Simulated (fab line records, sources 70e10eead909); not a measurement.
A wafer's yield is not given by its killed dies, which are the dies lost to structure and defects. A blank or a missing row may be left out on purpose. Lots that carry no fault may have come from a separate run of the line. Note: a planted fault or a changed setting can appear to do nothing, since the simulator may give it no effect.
fab line records	flow nand_harc
[record] lots = 24	wafers = 72	last_day = 25
route steps=1159 shown A_STAIRCASE@726 A_WL_FILL@810 A_CONTACT@863
lots untouched by any fault: they come from a run of this same line in which no faults occurred
start_h: hours from the record's opening day to when the first of the lot's shown wafers began	wait_h: how many hours have passed since the lot's step before this one	" same as the row above	L1.1+2: several wafers, shown together as one row	- either no value or no given start	* or withheld: withheld	< > ~ a bound
route shown NAME@n: names a module that has steps shown in the file, with the first one's number in the route	usual: average and standard deviation across the fault-free wafers	same: alike in all rows	chamber/n: place in a boat	sites: the reading at each site	_std_site: standard deviation of those values	_edge_site: outer sites' mean less inner sites'	radius_mm: how far each site lies from the wafer's centre	mask NAME#n: copy n	behind: the last tool/chamber to shape the wafer	hold: cause of the lot's hold/its duration in hours/its outcome	device: the n, p or np transistor that did not switch	end of line: tests run on the same wafers once the route is complete	for a step that has no rows: nothing shown but its recipe	killed: dies that structure and defects cost at the first sort, which is not the same as the wafer's yield	map: dies across one wafer; x = killed, . = not, _ = none there
set.NAME: the run value of the setting; set.NAME@STEP: its run value at that earlier step	model.NAME: the simulator's own value behind a step, which no gauge read
steps of the route over a sample of lots; a table a step, a row a wafer
services: a tool's chamber out of use, with start hour (start_h, from the record's first day; less than 0 if before it), hours out, and reason
[[steps]]
[step NHARC_A_STAIRCASE_DESCUM_443]
[recipe] time_s = 3	o2_flow_sccm = 200	ar_flow_sccm = 0	bias_power_w = 0	chemistry = O2
[usual] drypump_motor_current_A = 5.8/0.47	mfc_ar_sccm = 0.006/0.012	o2_flow_sccm = 200.0/0.58	oes_product_au = 0.997/0.012	rf_vpp_V = 57.7/0.88	showerhead_plenum_p_Torr = 1.89/0.065	throttle_valve_pct = 11.311/0.0089
[same] time_s = 3
lot.wafer	tool	chamber	start_h	wait_h	drypump_motor_current_A	mfc_ar_sccm	o2_flow_sccm	oes_product_au	rf_hours_counter_h	rf_vpp_V	showerhead_plenum_p_Torr	throttle_valve_pct
L074.1	rie_diel-01	3	299.02	-	6.6	0	200.4	1.017	63	57.2	2.00	11.306
L074.5	"	0	"	"	5.8	0	199.8	0.988	-	58.6	1.98	11.320
L074.6	"	1	"	"	5.0	0	200.1	1.006	-	56.8	1.87	11.325
L075.3	rie_diel-02	0	299.11	-	6.0	0.006	198.5	0.986	51	58.7	1.80	11.311
L075.2	"	1	"	"	6.2	0	200.1	0.981	47	59.0	2.01	11.304
L075.1	"	2	"	"	5.7	0.004	199.3	0.982	49	59.0	1.87	11.303
L076.3	rie_diel-06	3	316.86	-	6.4	0	200.2	1.014	11	57.4	1.88	11.319
L076.1	"	0	"	"	5.6	0	199.6	0.986	23	57.5	1.91	11.292
L076.5	"	2	"	"	5.9	0.017	200.1	0.996	-	57.7	1.89	11.318
L079.3	rie_diel-02	1	317.09	-	6.1	0	200.2	0.982	52	57.0	2.01	11.327
L079.2	"	2	"	"	5.7	0.004	199.6	0.995	54	56.9	1.87	11.302
L079.6	"	1	"	"	6.1	0	200.7	0.971	-	58.7	2.01	11.315
L077.1	rie_diel-02	0	317.17	-	5.9	0.006	199.7	0.984	56	55.6	1.80	11.312
L077.2	"	2	"	"	5.7	0.004	200.2	1.006	54	58.4	1.87	11.318
L077.6	"	3	"	"	6.0	0.040	199.8	1.007	-	56.8	1.80	11.315
L078.4	rie_diel-06	3	337.65	-	6.4	0	200.0	1.005	21	57.7	1.88	11.313
L078.3	"	0	"	"	5.6	0	200.2	0.970	33	56.3	1.90	11.322
L078.6	"	3	"	"	6.4	0	199.6	0.997	-	56.3	1.88	11.316
L081.3	rie_diel-06	3	345.91	-	6.4	0	199.1	1.003	26	57.4	1.88	11.319
L081.4	"	0	"	"	5.6	0	200.4	0.991	37	57.6	1.90	11.315
L081.6	"	2	"	"	5.9	0.017	200.7	1.000	-	57.8	1.89	11.322
L080.3	rie_diel-01	3	355.36	-	6.6	0	201.2	1.009	14	58.8	1.99	11.315
L080.2	"	0	"	"	5.8	0	200.3	1.008	14	58.1	1.97	11.315
L080.4	"	2	"	"	5.1	0.000	200.0	1.019	13	57.6	1.96	11.303
L082.1	rie_diel-01	1	359.47	-	5.0	0	200.1	1.009	15	57.1	1.86	11.325
L082.2	"	0	"	"	5.8	0	200.7	1.005	17	58.8	1.97	11.308
L082.5	"	1	"	"	5.0	0	200.2	1.019	-	58.0	1.86	11.297
L084.1	rie_diel-02	1	359.65	-	6.1	0	200.9	0.982	11	58.1	2.01	11.302
L084.6	"	3	"	"	6.0	0.040	200.1	1.001	-	57.9	1.79	11.313
L084.5	"	0	"	"	5.9	0.006	200.4	0.993	-	58.6	1.79	11.303
L083.2	rie_diel-06	0	359.95	-	5.6	0	199.8	0.993	43	58.5	1.90	11.297
L083.1	"	2	"	"	5.9	0.017	199.7	1.003	43	57.6	1.88	11.313
L083.5	"	3	"	"	6.4	0	200.4	1.015	-	59.2	1.87	11.331
L085.2	rie_diel-02	3	395.80	-	6.0	0.040	198.7	0.991	21	56.9	1.79	11.315
L085.6	"	2	"	"	5.7	0.004	198.9	0.992	-	57.7	1.86	11.302
L085.5	"	3	"	"	6.0	0.040	199.9	0.990	-	60.7	1.79	11.302
L088.4	rie_diel-01	0	395.83	-	5.8	0	200.6	0.997	29	58.3	1.97	11.324
L088.2	"	2	"	"	5.2	0.000	200.4	1.009	27	55.6	1.95	11.306
L088.1	"	3	"	"	6.6	0	199.8	0.992	29	58.5	1.99	11.316
L087.3	rie_diel-02	2	395.87	-	5.7	0.004	199.8	0.995	19	57.8	1.86	11.315
L087.1	"	3	"	"	6.0	0.040	200.3	0.988	21	57.9	1.79	11.311
L087.2	"	0	"	"	6.0	0.006	199.1	1.005	18	57.4	1.79	11.291
L086.3	rie_diel-06	3	396.10	-	6.4	0	199.3	1.011	46	58.3	1.87	11.310
L086.1	"	1	"	"	5.1	0	199.2	0.975	54	57.0	1.88	11.322
L086.5	"	3	"	"	6.4	0	200.0	1.004	-	56.9	1.87	11.307
L089.3	rie_diel-02	1	405.62	-	6.1	0	200.1	0.980	22	59.0	2.00	11.315
L089.6	"	3	"	"	6.0	0.040	198.9	0.976	-	56.5	1.79	11.297
L089.5	"	0	"	"	5.9	0.006	200.5	0.988	-	56.5	1.79	11.319
L090.1	rie_diel-01	2	405.63	-	5.1	0.000	200.6	1.014	31	57.9	1.95	11.329
L090.3	"	3	"	"	6.6	0	200.5	0.986	34	57.1	1.98	11.306
L090.5	"	1	"	"	5.0	0	199.8	1.023	-	58.0	1.86	11.308
L091.4	rie_diel-06	3	405.83	-	6.4	0	199.3	1.003	49	57.8	1.87	11.320
L091.6	"	2	"	"	5.9	0.017	198.6	1.010	-	58.2	1.88	11.313
L091.5	"	3	"	"	6.4	0	200.1	1.004	-	58.7	1.87	11.299
L092.1	rie_diel-06	3	405.88	-	6.4	0	200.1	1.008	49	56.5	1.87	11.324
L092.4	"	0	"	"	5.6	0	199.9	0.987	60	57.9	1.89	11.328
L092.3	"	1	"	"	5.1	0	200.4	0.988	57	59.1	1.88	11.318
L093.1	rie_diel-02	1	424.56	-	6.2	0	199.7	0.989	28	57.9	2.00	11.305
L093.3	"	3	"	"	6.0	0.040	199.8	0.989	31	57.8	1.79	11.304
L093.4	"	0	"	"	5.9	0.006	199.4	0.993	27	57.1	1.79	11.324
L094.1	rie_diel-01	0	424.73	-	5.8	0	199.6	1.000	34	57.3	1.96	11.309
L094.3	"	1	"	"	5.0	0	198.7	1.004	37	58.4	1.85	11.310
L094.6	"	0	"	"	5.9	0	199.9	0.995	-	57.6	1.96	11.306
L095.3	rie_diel-01	2	433.03	-	5.1	0.000	200.5	1.001	39	59.0	1.95	11.318
L095.5	"	1	"	"	5.0	0	199.4	1.016	-	56.7	1.85	11.312
L095.6	"	2	"	"	5.2	0.000	200.9	1.006	-	58.7	1.95	11.321
L096.3	rie_diel-06	0	433.18	-	5.6	0	200.1	0.992	2	57.9	1.89	11.311
L096.2	"	1	"	"	5.1	0	200.0	1.005	2	56.4	1.88	11.296
L096.1	"	2	"	"	5.9	0.017	199.8	1.000	2	57.3	1.88	11.303
L097.4	rie_diel-06	1	439.47	-	5.1	0	200.2	0.995	5	57.0	1.88	11.299
L097.3	"	2	"	"	5.9	0.017	200.0	1.005	4	57.4	1.88	11.332
L097.1	"	3	"	"	6.4	0	199.6	0.996	5	55.4	1.86	11.308
[step NHARC_A_STAIRCASE_ETCH_444]
[recipe] target_depth_a = 1.02e+05	time_s = 3400	c4f8_flow_sccm = 20	o2_flow_sccm = 10	ar_flow_sccm = withheld	rf_w = 600	bias_w = 1000	chemistry = C4F8/O2
[usual] oes_product_au = 0.932/0.022	rf_vpp_V = 806/3.7
[same] time_s = 3400
lot.wafer	tool	chamber	start_h	wait_h	oes_product_au	rf_hours_counter_h	rf_vpp_V
L075.2	rie_diel-02	1	299.20	0.1	0.906	48	813
L075.3	"	2	"	"	0.922	49	806
L075.1	"	3	"	"	0.933	55	802
L074.1	rie_diel-01	2	299.33	0.3	0.940	64	810
L074.6	"	1	"	"	0.933	-	804
L074.5	"	2	"	"	0.930	-	810
L076.1	rie_diel-06	1	317.40	0.5	0.917	23	805
L076.3	"	2	"	"	0.920	25	805
L076.5	"	0	"	"	0.918	-	807
L079.2	rie_diel-02	3	317.45	0.3	0.930	60	800
L079.3	"	0	"	"	0.915	56	800
L079.6	"	3	"	"	0.923	-	801
L077.1	rie_diel-02	3	318.87	1.7	0.932	62	799
L077.2	"	0	"	"	0.916	57	799
L077.6	"	2	"	"	0.915	-	805
L078.3	rie_diel-06	0	338.27	0.6	0.912	33	807
L078.4	"	1	"	"	0.904	32	806
L078.6	"	2	"	"	0.928	-	805
L081.3	rie_diel-06	3	345.99	0.1	0.928	26	804
L081.4	"	0	"	"	0.920	37	806
L081.6	"	3	"	"	0.920	-	805
L080.2	rie_diel-01	3	355.45	0.1	0.956	14	810
L080.3	"	1	"	"	0.996	14	803
L080.4	"	2	"	"	1.005	14	809
L082.1	rie_diel-01	0	359.56	0.1	0.984	17	810
L082.2	"	3	"	"	0.980	17	809
L082.5	"	0	"	"	0.975	-	811
L084.1	rie_diel-02	0	359.95	0.3	0.963	7	800
L084.6	"	3	"	"	0.959	-	801
L084.5	"	0	"	"	0.961	-	801
L083.2	rie_diel-06	0	360.36	0.4	0.912	44	804
L083.1	"	1	"	"	0.916	42	805
L083.5	"	0	"	"	0.917	-	806
L088.4	rie_diel-01	3	395.91	0.1	0.923	29	812
L088.2	"	1	"	"	0.947	28	805
L088.1	"	2	"	"	0.940	27	808
L085.2	rie_diel-02	0	396.39	0.6	0.936	18	801
L085.6	"	2	"	"	0.923	-	804
L085.5	"	3	"	"	0.914	-	800
L086.3	rie_diel-06	2	396.42	0.3	0.931	57	806
L086.1	"	3	"	"	0.926	46	805
L086.5	"	2	"	"	0.936	-	805
L087.1	rie_diel-02	3	397.58	1.7	0.914	23	799
L087.3	"	0	"	"	0.924	19	799
L087.2	"	1	"	"	0.914	20	813
L090.1	rie_diel-01	2	405.73	0.1	0.928	32	810
L090.3	"	3	"	"	0.910	34	810
L090.5	"	1	407.31	1.6	0.940	-	803
L091.4	rie_diel-06	0	406.30	0.5	0.908	60	805
L091.6	"	3	"	"	0.927	-	805
L091.5	"	0	"	"	0.914	-	807
L089.3	rie_diel-02	3	406.44	0.8	0.910	27	800
L089.6	"	0	"	"	0.926	-	800
L089.5	"	1	"	"	0.925	-	810
L092.1	rie_diel-06	1	407.48	1.6	0.915	59	805
L092.3	"	2	"	"	0.937	61	804
L092.4	"	0	"	"	0.925	62	803
L093.3	rie_diel-02	1	424.65	0.1	0.916	28	812
L093.4	"	3	"	"	0.918	31	799
L093.1	"	0	"	"	0.920	28	800
L094.3	rie_diel-01	1	425.04	0.3	0.943	37	804
L094.1	"	3	"	"	0.922	39	810
L094.6	"	0	"	"	0.927	-	810
L096.2	rie_diel-06	3	433.27	0.1	0.973	2	804
L096.1	"	1	"	"	0.964	3	805
L096.3	"	2	"	"	0.985	2	805
L095.3	rie_diel-01	3	433.81	0.8	0.910	42	810
L095.5	"	0	"	"	0.919	-	808
L095.6	"	1	"	"	0.946	-	804
L097.1	rie_diel-06	3	439.56	0.1	0.941	5	804
L097.3	"	0	"	"	0.941	6	806
L097.4	"	2	"	"	0.954	5	804
[step NHARC_A_STAIRCASE_DEP_471]
[recipe] target_thk_a = 1000	temp_c = 400	pressure_torr = 6.5	rf_w = 900	teos_flow_sccm = 161.4	flow_sccm = 2650	target_thk_nm = 100	gas = O2	material = SiO2
[usual] heater_power_outer_w = 303/60	heater_power_w = 537/85	throttle_valve_pct = 15.6/0.68
lot.wafer	tool	chamber	start_h	wait_h	heater_power_outer_w	heater_power_w	throttle_valve_pct
L074.1	pecvd-01	1	303.32	-	357	542	15.7
L074.5	"	1	"	"	355	558	15.7
L074.6	"	0	"	"	307	519	15.9
L075.3	pecvd-04	2	303.66	-	330	567	16.4
L075.2	"	0	"	"	266	469	15.1
L075.1	"	1	"	"	237	449	15.1
L076.1	pecvd-01	1	321.16	-	319	497	15.6
L076.3	"	2	"	"	365	584	16.0
L076.5	"	2	"	"	361	592	16.2
L079.3	pecvd-02	1	321.46	-	325	538	15.3
L079.2	"	2	"	"	223	440	16.0
L079.6	"	1	"	"	325	534	15.2
L077.1	pecvd-02	1	322.89	-	267	452	15.0
L077.2	"	2	"	"	274	519	16.0
L077.6	"	0	"	"	363	720	16.5
L078.3	pecvd-01	1	342.23	-	312	493	15.7
L078.6	"	0	"	"	302	499	15.8
L078.4	"	2	"	"	327	541	16.5
L081.3	pecvd-04	1	350.28	-	252	456	15.2
L081.6	"	0	"	"	316	556	15.2
L081.4	"	1	"	"	249	462	15.3
L080.2	pecvd-04	2	359.70	-	352	609	16.8
L080.3	"	1	"	"	211	415	15.2
L080.4	"	1	"	"	219	425	15.1
L082.1	pecvd-01	0	364.45	-	343	557	16.2
L082.2	"	1	"	"	352	570	15.8
L082.5	"	0	"	"	352	577	16.0
L084.1	pecvd-04	0	364.69	-	282	507	15.2
L084.5	"	1	"	"	220	416	15.0
L084.6	"	2	"	"	355	624	16.8
L083.1	pecvd-04	2	364.97	-	375	648	16.8
L083.2	"	1	"	"	251	468	15.3
L083.5	"	2	"	"	376	660	16.6
L088.1	pecvd-04	2	400.19	-	382	659	16.5
L088.2	"	0	"	"	286	534	14.9
L088.4	"	0	"	"	302	546	14.8
L085.2	pecvd-04	0	400.44	-	297	527	14.8
L085.6	"	0	"	"	301	542	14.9
L085.5	"	1	"	"	226	422	14.9
L086.3	pecvd-04	0	400.95	-	350	600	14.8
L086.1	"	1	"	"	227	432	15.0
L086.5	"	0	"	"	347	605	14.9
L087.2	pecvd-04	2	401.55	-	394	684	16.4
L087.3	"	0	"	"	346	600	15.1
L087.1	"	1	"	"	195	388	15.0
L089.3	pecvd-04	2	409.99	-	392	671	16.8
L089.6	"	2	"	"	398	657	16.4
L089.5	"	0	"	"	293	550	15.1
L091.6	pecvd-04	1	410.49	-	197	389	14.9
L091.4	"	2	"	"	306	552	16.5
L091.5	"	0	"	"	363	628	14.7
L090.1	pecvd-02	0	410.62	-	302	594	15.6
L090.3	"	2	"	"	213	439	15.5
L090.5	"	0	"	"	300	587	15.9
L092.1	pecvd-04	1	411.75	-	246	456	14.9
L092.3	"	2	"	"	404	666	16.5
L092.4	"	0	"	"	286	531	15.1
L093.1	pecvd-04	1	428.93	-	263	490	15.0
L093.3	"	2	"	"	306	542	16.5
L093.4	"	1	"	"	260	483	14.8
L094.1	pecvd-04	2	429.14	-	401	677	16.5
L094.3	"	0	"	"	352	587	14.8
L094.6	"	0	"	"	346	584	15.0
L095.3	pecvd-04	1	437.40	-	193	378	15.2
L095.6	"	0	"	"	360	614	15.1
L095.5	"	1	"	"	194	398	14.7
L096.2	pecvd-02	2	437.59	-	237	478	15.6
L096.3	"	0	"	"	255	559	15.7
L096.1	"	1	"	"	329	551	15.8
L097.1	pecvd-04	2	443.81	-	402	685	16.7
L097.3	"	0	"	"	339	586	14.8
L097.4	"	1	"	"	198	386	14.9
[step NHARC_A_STAIRCASE_INSPECT_155]
[usual] raw_defect_count = 352/130
lot.wafer	tool	chamber	start_h	wait_h	raw_defect_count
L074.1	defect_inspect-01	-	303.94	0.1	962
L074.5	"	-	"	"	792
L074.6	"	-	"	"	501
L075.1	defect_inspect-01	-	304.28	0.1	223
L075.2	"	-	"	"	273
L075.3	"	-	"	"	180
L076.1	defect_inspect-01	-	321.78	0.1	211
L076.3	"	-	"	"	281
L076.5	"	-	"	"	379
L079.2	defect_inspect-01	-	322.05	0.1	238
L079.3	"	-	"	"	273
L079.6	"	-	"	"	187
L077.1	defect_inspect-02	-	323.48	0.1	214
L077.2	"	-	"	"	297
L077.6	"	-	"	"	444
L078.3	defect_inspect-02	-	342.84	0.1	643
L078.4	"	-	"	"	572
L078.6	"	-	"	"	648
L081.3	defect_inspect-01	-	350.87	0.1	595
L081.4	"	-	"	"	300
L081.6	"	-	"	"	343
L080.2	defect_inspect-02	-	360.31	0.1	350
L080.3	"	-	"	"	250
L080.4	"	-	"	"	406
L082.1	defect_inspect-01	-	365.06	0.1	266
L082.2	"	-	"	"	316
L082.5	"	-	"	"	382
L084.1	defect_inspect-01	-	365.31	0.1	363
L084.5	"	-	"	"	227
L084.6	"	-	"	"	446
L083.1	defect_inspect-02	-	365.60	0.1	346
L083.2	"	-	"	"	349
L083.5	"	-	"	"	344
L088.1	defect_inspect-02	-	400.78	0.1	490
L088.2	"	-	"	"	417
L088.4	"	-	"	"	481
L085.2	defect_inspect-02	-	401.05	0.1	270
L085.5	"	-	"	"	314
L085.6	"	-	"	"	205
L086.1	defect_inspect-02	-	401.56	0.1	323
L086.3	"	-	"	"	414
L086.5	"	-	"	"	234
L087.1	defect_inspect-01	-	402.16	0.1	184
L087.2	"	-	"	"	278
L087.3	"	-	"	"	550
L089.3	defect_inspect-02	-	410.60	0.1	330
L089.5	"	-	"	"	239
L089.6	"	-	"	"	259
L091.4	defect_inspect-01	-	411.03	0.1	441
L091.5	"	-	"	"	335
L091.6	"	-	"	"	255
L090.1	defect_inspect-02	-	411.25	0.1	375
L090.3	"	-	"	"	407
L090.5	"	-	"	"	525
L092.1	defect_inspect-01	-	412.37	0.1	421
L092.3	"	-	"	"	624
L092.4	"	-	"	"	324
L093.1	defect_inspect-01	-	429.53	0.1	301
L093.3	"	-	"	"	357
L093.4	"	-	"	"	378
L094.1	defect_inspect-01	-	429.74	0.1	297
L094.3	"	-	"	"	303
L094.6	"	-	"	"	223
L095.3	defect_inspect-01	-	438.00	0.1	269
L095.5	"	-	"	"	402
L095.6	"	-	"	"	473
L096.1	defect_inspect-02	-	438.20	0.1	318
L096.2	"	-	"	"	325
L096.3	"	-	"	"	201
L097.1	defect_inspect-02	-	444.42	0.1	287
L097.3	"	-	"	"	417
L097.4	"	-	"	"	376
[step NHARC_A_WL_FILL_RTA_01]
[recipe] temp_c = 1000	time_s = 5
[usual] lamp_power_pct = 26.6/0.74	wafer_temp_C_max = 1004.0/1.3
[same] time_s = 5
lot.wafer	tool	chamber	start_h	wait_h	lamp_power_pct	wafer_temp_C_max
L074.1	rtp_anneal-02	0	332.72	-	26.0	1004.1
L074.5	"	0	"	"	25.9	1003.8
L074.6	"	0	"	"	25.9	1003.3
L075.1	rtp_anneal-02	0	336.21	-	25.9	1002.9
L075.2	"	0	"	"	26.0	1003.3
L075.3	"	0	"	"	26.0	1002.9
L077.1	rtp_anneal-02	0	344.42	-	26.0	1003.6
L077.2	"	0	"	"	25.9	1003.2
L077.6	"	0	"	"	26.0	1004.8
L076.1	rtp_anneal-02	0	344.76	-	26.0	1003.3
L076.3	"	0	"	"	25.9	1004.8
L076.5	"	0	"	"	26.0	1002.3
L079.2	rtp_anneal-01	0	345.00	-	27.4	1005.3
L079.3	"	0	"	"	27.5	1005.2
L079.6	"	0	"	"	27.5	1006.1
L078.3	rtp_anneal-02	0	366.03	-	26.0	1003.7
L078.4	"	0	"	"	26.0	1003.4
L078.6	"	0	"	"	26.0	1004.0
L081.3	rtp_anneal-01	0	379.06	-	27.5	1004.2
L081.4	"	0	"	"	27.5	1005.9
L081.6	"	0	"	"	27.5	1004.1
L080.2	rtp_anneal-02	0	389.17	-	26.0	1004.0
L080.3	"	0	"	"	26.0	1002.2
L080.4	"	0	"	"	25.9	1002.8
L083.1	rtp_anneal-01	0	389.31	-	27.4	1004.4
L083.2	"	0	"	"	27.4	1003.4
L083.5	"	0	"	"	27.4	1003.6
L082.1	rtp_anneal-01	0	393.24	-	27.4	1004.6
L082.2	"	0	"	"	27.5	1004.9
L082.5	"	0	"	"	27.4	1006.4
L084.1	rtp_anneal-02	0	393.24	-	25.9	1002.0
L084.5	"	0	"	"	26.0	1003.2
L084.6	"	0	"	"	25.9	1002.8
L088.1	rtp_anneal-01	0	423.06	-	27.4	1004.9
L088.2	"	0	"	"	27.5	1005.6
L088.4	"	0	"	"	27.5	1004.9
L086.1	rtp_anneal-02	0	423.08	-	25.9	1002.8
L086.3	"	0	"	"	26.0	1004.0
L086.5	"	0	"	"	25.9	1003.5
L085.2	rtp_anneal-01	0	423.25	-	27.5	1006.3
L085.5	"	0	"	"	27.4	1004.1
L085.6	"	0	"	"	27.4	1003.6
L087.1	rtp_anneal-02	0	423.25	-	26.0	1003.5
L087.2	"	0	"	"	25.9	1002.4
L087.3	"	0	"	"	25.9	1002.7
L090.1	rtp_anneal-02	0	436.60	-	25.9	1003.4
L090.3	"	0	"	"	26.0	1003.6
L090.5	"	0	"	"	26.0	1002.7
L089.3	rtp_anneal-01	0	436.81	-	27.5	1003.9
L089.5	"	0	"	"	27.4	1005.1
L089.6	"	0	"	"	27.5	1005.5
L091.4	rtp_anneal-01	0	437.00	-	27.4	1006.0
L091.5	"	0	"	"	27.4	1004.6
L091.6	"	0	"	"	27.4	1004.7
L092.1	rtp_anneal-02	0	437.09	-	26.0	1002.5
L092.3	"	0	"	"	25.9	1002.3
L092.4	"	0	"	"	25.9	1003.4
L093.1	rtp_anneal-02	0	453.08	-	26.0	1003.7
L093.3	"	0	"	"	26.0	1002.3
L093.4	"	0	"	"	26.0	1002.8
L094.1	rtp_anneal-01	0	453.25	-	27.5	1007.3
L094.3	"	0	"	"	27.5	1004.0
L094.6	"	0	"	"	27.5	1006.2
L096.1	rtp_anneal-02	0	463.97	-	26.0	1002.4
L096.2	"	0	"	"	26.0	1003.0
L096.3	"	0	"	"	25.9	1002.8
L095.3	rtp_anneal-02	0	464.20	-	26.0	1003.8
L095.5	"	0	"	"	26.0	1003.8
L095.6	"	0	"	"	25.9	1001.9
L097.1	rtp_anneal-01	0	467.48	-	27.5	1004.9
L097.3	"	0	"	"	27.5	1006.1
L097.4	"	0	"	"	27.5	1005.2
[step NHARC_A_CONTACT_ETCH_112]
[recipe] source_w = withheld	pressure_mtorr = 20	bias_v = 3000	time_s = 94	target_depth_a = 9220	ar_flow_sccm = withheld	c4f8_flow_sccm = withheld	o2_flow_sccm = withheld	chemistry = C4F8/O2/Ar
[same] time_s = 94
lot.wafer	tool	chamber	start_h	wait_h	rf_hours_counter_h
L075.1	har_cap_etch-03	0	371.59	0.2	82
L075.2	"	1	"	"	82
L075.3	"	0	"	"	-
L074.1	har_cap_etch-02	0	372.83	0.2	11
L074.6	"	0	"	"	-
L074.5	"	1	"	"	-
L077.1	har_cap_etch-01	0	378.70	0.2	53
L077.2	"	1	"	"	53
L077.6	"	1	"	"	-
L076.1	har_cap_etch-01	0	382.60	0.2	54
L076.3	"	0	"	"	-
L076.5	"	0	"	"	-
L079.2	har_cap_etch-02	1	384.68	0.1	13
L079.3	"	0	"	"	-
L079.6	"	1	"	"	-
L078.4	har_cap_etch-03	1	400.81	0.1	-
L078.3	"	0	"	"	-
L078.6	"	0	"	"	-
L081.3	har_cap_etch-01	1	410.72	0.1	-
L081.4	"	0	"	"	-
L081.6	"	0	"	"	-
L080.2	har_cap_etch-01	1	420.94	0.1	60
L080.4	"	0	"	"	-
L080.3	"	1	"	"	-
L083.2	har_cap_etch-03	1	422.05	0.2	90
L083.1	"	0	"	"	90
L083.5	"	0	"	"	-
L084.1	har_cap_etch-02	0	428.22	0.1	20
L084.5	"	1	"	"	-
L084.6	"	0	"	"	-
L082.1	har_cap_etch-01	0	429.01	0.2	61
L082.2	"	1	"	"	61
L082.5	"	0	"	"	-
L086.1	har_cap_etch-01	1	460.20	0.2	64
L086.3	"	1	"	"	-
L086.5	"	1	"	"	-
L087.2	har_cap_etch-03	1	460.91	0.2	94
L087.1	"	0	"	"	94
L087.3	"	1	"	"	-
L088.2	har_cap_etch-02	1	463.17	0.2	24
L088.1	"	0	"	"	24
L088.4	"	1	"	"	-
L085.2	har_cap_etch-01	1	464.60	0.2	66
L085.5	"	1	"	"	-
L085.6	"	0	"	"	-
L090.1	har_cap_etch-02	1	472.61	0.2	27
L090.3	"	0	"	"	-
L090.5	"	1	"	"	-
L091.4	har_cap_etch-02	1	477.03	0.1	-
L091.6	"	0	"	"	-
L091.5	"	1	"	"	-
L089.3	har_cap_etch-01	1	477.49	0.1	-
L089.6	"	1	"	"	-
L089.5	"	0	"	"	-
L092.1	har_cap_etch-01	1	485.33	0.2	70
L092.3	"	1	"	"	-
L092.4	"	0	"	"	-
L094.1	har_cap_etch-02	0	497.45	0.2	32
L094.3	"	0	"	"	-
L094.6	"	1	"	"	-
L093.1	har_cap_etch-03	1	499.43	0.1	104
L093.4	"	0	"	"	-
L093.3	"	1	"	"	-
L095.3	har_cap_etch-01	0	508.76	0.1	-
L095.5	"	0	"	"	-
L095.6	"	1	"	"	-
L096.2	har_cap_etch-02	1	509.34	0.2	35
L096.1	"	0	"	"	35
L096.3	"	1	"	"	-
L097.1	har_cap_etch-02	1	522.02	0.2	37
L097.3	"	1	"	"	-
L097.4	"	0	"	"	-
[[services]]
tool	chamber	start_h	hours	kind
rie_diel-06	2	280.77	1.3	repair
har_cap_etch-03	-	283.62	0.9	repair
rtp_anneal-02	-	300.00	12.0	pm
har_cap_etch-02	-	305.00	17.0	pm
pecvd-02	-	305.54	2.9	repair
rie_diel-01	-	314.80	9.0	pm
rie_diel-02	-	327.70	9.0	pm
pecvd-04	-	332.43	1.0	repair
pecvd-04	0	336.09	3.7	repair
rie_diel-02	0	369.04	2.8	repair
pecvd-04	-	376.11	13.0	pm
rie_diel-02	1	376.46	9.8	repair
rie_diel-02	2	382.81	3.4	repair
rie_diel-01	0	397.52	9.4	repair
rie_diel-06	-	418.30	9.0	pm
rie_diel-01	2	436.81	3.8	repair
pecvd-04	-	438.58	0.4	repair
rie_diel-01	3	442.06	2.8	repair
rie_diel-02	2	457.30	9.3	repair
pecvd-04	-	458.26	2.2	repair
rie_diel-01	-	471.56	2.4	repair
rie_diel-01	3	487.87	8.2	repair
rie_diel-01	-	491.80	9.0	pm
rie_diel-02	-	504.75	9.0	pm
[[key]]
fault none
